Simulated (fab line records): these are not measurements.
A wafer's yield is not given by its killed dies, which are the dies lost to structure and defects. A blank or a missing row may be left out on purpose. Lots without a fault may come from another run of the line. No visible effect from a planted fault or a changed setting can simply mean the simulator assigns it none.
The tool behind it: which one? + flow nand_harc + 33 wafers from 11 lots sampled at 6 of the route's 1302 steps

## WHAT EACH GAUGE READ, for each wafer
NHARC_P_M0_CD_MEAS_09 targets a cd of 90 nm.
| lot  | measured     | on        | cd_nm (nm)     |
|------|--------------|-----------|----------------|
| L977 | day 5 22:35  | cd_sem-01 | 90.3 90.4 89.4 |
| L979 | day 6 16:37  | cd_sem-01 | 90.3 90.9 90.3 |
| L985 | day 10 05:01 | cd_sem-03 | 89.2 88.6 88.9 |
| L984 | day 10 05:59 | cd_sem-03 | 90.0 89.9 89.1 |
| L986 | day 10 11:59 | cd_sem-03 | 89.7 89.8 89.7 |
| L983 | day 10 13:19 | cd_sem-02 | 90.2 91.5 89.4 |
| L987 | day 10 13:31 | cd_sem-01 | 91.0 91.6 90.9 |
| L982 | day 10 18:40 | cd_sem-03 | 91.0 90.5 90.7 |
| L988 | day 10 21:22 | cd_sem-02 | 89.7 90.6 91.3 |
| L998 | day 15 02:28 | cd_sem-01 | 94.7 96.0 95.9 |
| L999 | day 15 08:47 | cd_sem-02 | 95.6 95.1 95.2 |

NHARC_P_M0_INSPECT_11.
| lot  | measured     | on                | raw_defect_count |
|------|--------------|-------------------|------------------|
| L977 | day 5 22:42  | defect_inspect-02 | 6 7 2            |
| L979 | day 6 16:44  | defect_inspect-02 | 7 5 8            |
| L985 | day 10 05:08 | defect_inspect-02 | 5 4 2            |
| L984 | day 10 06:07 | defect_inspect-02 | 8 3 2            |
| L986 | day 10 12:07 | defect_inspect-02 | 3 5 2            |
| L983 | day 10 13:27 | defect_inspect-01 | 15 9 11          |
| L987 | day 10 13:38 | defect_inspect-01 | 2 6 4            |
| L982 | day 10 18:47 | defect_inspect-02 | 6 1 3            |
| L988 | day 10 21:29 | defect_inspect-01 | 4 4 5            |
| L998 | day 15 02:36 | defect_inspect-01 | 5 5 7            |
| L999 | day 15 08:55 | defect_inspect-01 | 10 3 5           |

NHARC_END_SORT_01.
| lot  | measured     | on        | defect_limited_yield (%) | killed_at_array | killed_at_other | killed_at_periphery | killed_dies | killed_open | killed_short |
|------|--------------|-----------|--------------------------|-----------------|-----------------|---------------------|-------------|-------------|--------------|
| L998 | day 33 23:48 | prober-01 | 95.7 94.8 95.3           | 24 27 22        | 0 0 1           | 5 8 9               | 29 35 32    | 4 3 1       | 2 5 3        |

## WHAT TOOL EACH LOT RAN ON (gives the tool, then ch and the chambers of the sampled wafers, and finally the start)
| lot  | NHARC_P_CONTACT_ETCH_35            | NHARC_P_CONTACT_CVD_23                   | NHARC_P_M0_PEB_07                 |
|------|------------------------------------|------------------------------------------|-----------------------------------|
| L977 | rie_diel-07 ch 1,3, day 5 18:40    | cvd_w-01 ch 0,1, day 5 22:30 or earlier  | litho_track-06 ch 0, day 5 22:30  |
| L979 | rie_diel-07 ch 0,3, day 6 12:44    | cvd_w-02 ch 1, day 6 16:32 or earlier    | litho_track-04 ch 0, day 6 16:32  |
| L985 | rie_diel-07 ch 0,1,2, day 10 01:07 | cvd_w-01 ch 0,1, day 10 04:56 or earlier | litho_track-01 ch 0, day 10 04:56 |
| L984 | rie_diel-13 ch 0,2,3, day 10 01:56 | cvd_w-01 ch 0,1, day 10 05:55 or earlier | litho_track-01 ch 0, day 10 05:55 |
| L986 | rie_diel-13 ch 0,2,3, day 10 08:00 | cvd_w-01 ch 0,1, day 10 11:54 or earlier | litho_track-01 ch 0, day 10 11:54 |
| L983 | rie_diel-13 ch 0,2, day 10 09:15   | cvd_w-02 ch 0,1, day 10 13:14 or earlier | litho_track-06 ch 0, day 10 13:14 |
| L987 | rie_diel-07 ch 2,3, day 10 09:22   | cvd_w-01 ch 0,1, day 10 13:26 or earlier | litho_track-04 ch 0, day 10 13:26 |
| L982 | rie_diel-07 ch 1,2,3, day 10 14:45 | cvd_w-01 ch 0,1, day 10 18:35 or earlier | litho_track-06 ch 0, day 10 18:35 |
| L988 | rie_diel-02 ch 0,3, day 10 17:20   | cvd_w-02 ch 0,1, day 10 21:16 or earlier | litho_track-06 ch 0, day 10 21:16 |
| L998 | rie_diel-02 ch 0,1,2, day 14 22:34 | cvd_w-01 ch 0,1, day 15 02:23 or earlier | litho_track-04 ch 0, day 15 02:23 |
| L999 | rie_diel-07 ch 1,2,3, day 15 04:50 | cvd_w-02 ch 0,1, day 15 08:43 or earlier | litho_track-04 ch 0, day 15 08:43 |
- NHARC_P_CONTACT_ETCH_35: etches the open film in CF4, target depth 39 nm, time 65 s.
- NHARC_P_CONTACT_CVD_23: deposits W, target thk 200 nm, time 557 s.
- NHARC_P_M0_PEB_07: peb time 65 s.

## AS READ BY THE TOOLS THEMSELVES (means over the sampled wafers that have a number; for cases with no such wafer, the mark the record gives instead)
NHARC_P_CONTACT_ETCH_35.
| lot  | tool        | drypump_motor_current_A (A) | oes_product_au (a.u.) | rf_vpp_V (V) | showerhead_plenum_p_Torr (Torr) | throttle_valve_pct (%) |
|------|-------------|-----------------------------|-----------------------|--------------|---------------------------------|------------------------|
| L977 | rie_diel-07 | 5.64                        | 0.996                 | 151.5        | 1.77                            | 13.281                 |
| L979 | rie_diel-07 | 5.63                        | 0.985                 | 151.6        | 1.77                            | 13.291                 |
| L985 | rie_diel-07 | 5.42                        | 0.998                 | 150.7        | 1.76                            | 13.290                 |
| L984 | rie_diel-13 | 5.81                        | 1.005                 | 150.6        | 1.71                            | 13.291                 |
| L986 | rie_diel-13 | 5.81                        | 0.991                 | 151.0        | 1.72                            | 13.283                 |
| L983 | rie_diel-13 | 5.95                        | 1.012                 | 150.2        | 1.70                            | 13.279                 |
| L987 | rie_diel-07 | 5.54                        | 0.987                 | 152.0        | 1.84                            | 13.284                 |
| L982 | rie_diel-07 | 5.50                        | 0.997                 | 152.4        | 1.79                            | 13.274                 |
| L988 | rie_diel-02 | 5.58                        | 0.984                 | 151.9        | 1.82                            | 13.288                 |
| L998 | rie_diel-02 | 5.72                        | 0.987                 | 150.9        | 1.76                            | 13.276                 |
| L999 | rie_diel-07 | 5.47                        | 1.005                 | 151.4        | 1.79                            | 13.291                 |

NHARC_P_CONTACT_CVD_23.
| lot  | tool     | chamber_pressure_Torr (Torr) | heater_power_w (W) | mfc_h2_sccm (sccm) | throttle_valve_pct (%) |
|------|----------|------------------------------|--------------------|--------------------|------------------------|
| L977 | cvd_w-01 | 39.98                        | 451                | 1599               | 8.07                   |
| L979 | cvd_w-02 | 40.05                        | 502                | 1603               | 7.86                   |
| L985 | cvd_w-01 | 39.94                        | 483                | 1602               | 7.93                   |
| L984 | cvd_w-01 | 39.96                        | 481                | 1596               | 7.95                   |
| L986 | cvd_w-01 | 39.97                        | 476                | 1596               | 7.92                   |
| L983 | cvd_w-02 | 39.96                        | 494                | 1597               | 7.79                   |
| L987 | cvd_w-01 | 40.03                        | 483                | 1601               | 7.89                   |
| L982 | cvd_w-01 | 40.07                        | 479                | 1606               | 7.91                   |
| L988 | cvd_w-02 | 39.95                        | 487                | 1601               | 7.64                   |
| L998 | cvd_w-01 | 39.94                        | 465                | 1602               | 7.90                   |
| L999 | cvd_w-02 | 40.11                        | 476                | 1601               | 7.78                   |

NHARC_P_M0_PEB_07.
| lot  | tool           | exhaust_pa (Pa) | heater_power_total_W (W) | plate_temp_C (C) |
|------|----------------|-----------------|--------------------------|------------------|
| L977 | litho_track-06 | 43.5            | 156.6                    | 100.03           |
| L979 | litho_track-04 | 44.0            | 156.5                    | 100.01           |
| L985 | litho_track-01 | 44.7            | 156.8                    | 99.93            |
| L984 | litho_track-01 | 44.5            | 156.6                    | 99.92            |
| L986 | litho_track-01 | 44.7            | 156.4                    | 99.97            |
| L983 | litho_track-06 | 44.3            | 156.4                    | 99.91            |
| L987 | litho_track-04 | 45.8            | 156.4                    | 100.06           |
| L982 | litho_track-06 | 46.7            | 156.4                    | 100.05           |
| L988 | litho_track-06 | 44.5            | 156.3                    | 99.83            |
| L998 | litho_track-04 | 45.1            | 159.6                    | 101.62           |
| L999 | litho_track-04 | 44.2            | 159.2                    | 101.43           |

## THE ANSWER, worked out from the rows above alone
Rule: what is usual is taken from the lots themselves. The widest of any qualifying gaps counts: lots, ordered by their means at a reading, are off when they make up no more than a third of the lots, leave a main group of 4 or more, and stand apart from it by 3 or more times the standard deviation of that group's means. The tables above print the reading to a certain number of digits; a main group whose means all agree to those digits is not used. Also off: a lot with no number at a reading for which 4 or more lots have one. All remaining lots with rows at the step are treated as sound. The gauges are gone through in route order, then the tools' own readings, and for those a lot's mean is taken as printed above. At the first step where some lot is off, the reading lying furthest off is the one used; lots without a number count as furthest.
Off: L998, L999 (NHARC_P_M0_CD_MEAS_09, cd_nm). Mean 90.2 nm and standard deviation 0.64 in the main group.
If a tool, at a process step before that reading, ran all the lots that are off and no sound lot after the first of them, it fits. The gauges at NHARC_P_M0_CD_MEAS_09 aren't tried: what is off there is off at NHARC_P_M0_PEB_07 too, on other tools, and a gauge's error can't cause that. With no start given for some of its lots, NHARC_P_CONTACT_CVD_23 uses the hours and lot order of NHARC_P_M0_PEB_07. One fits: NHARC_P_M0_PEB_07 on litho_track-04. Its last sound lot is L987 (day 10 13:26), its first lot that is off L998 (day 15 02:23): a fault that began between those two fits.
The tool's own readings at NHARC_P_M0_PEB_07 bear it out: on the lots that are off they differ by more than 5 times the standard deviation of the sound lots' means. heater_power_total_W reads 159.4 W there against 156.5 W on the sound lots; plate_temp_C reads 101.53 C there against 99.97 C on the sound lots.

## WHAT THE SIMULATOR HAD PUT IN
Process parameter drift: litho_track-04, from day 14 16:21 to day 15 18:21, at NHARC_P_M0_PEB_07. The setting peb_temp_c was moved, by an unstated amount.
Struck lots among those shown: L998, L999. The rule above found the same.
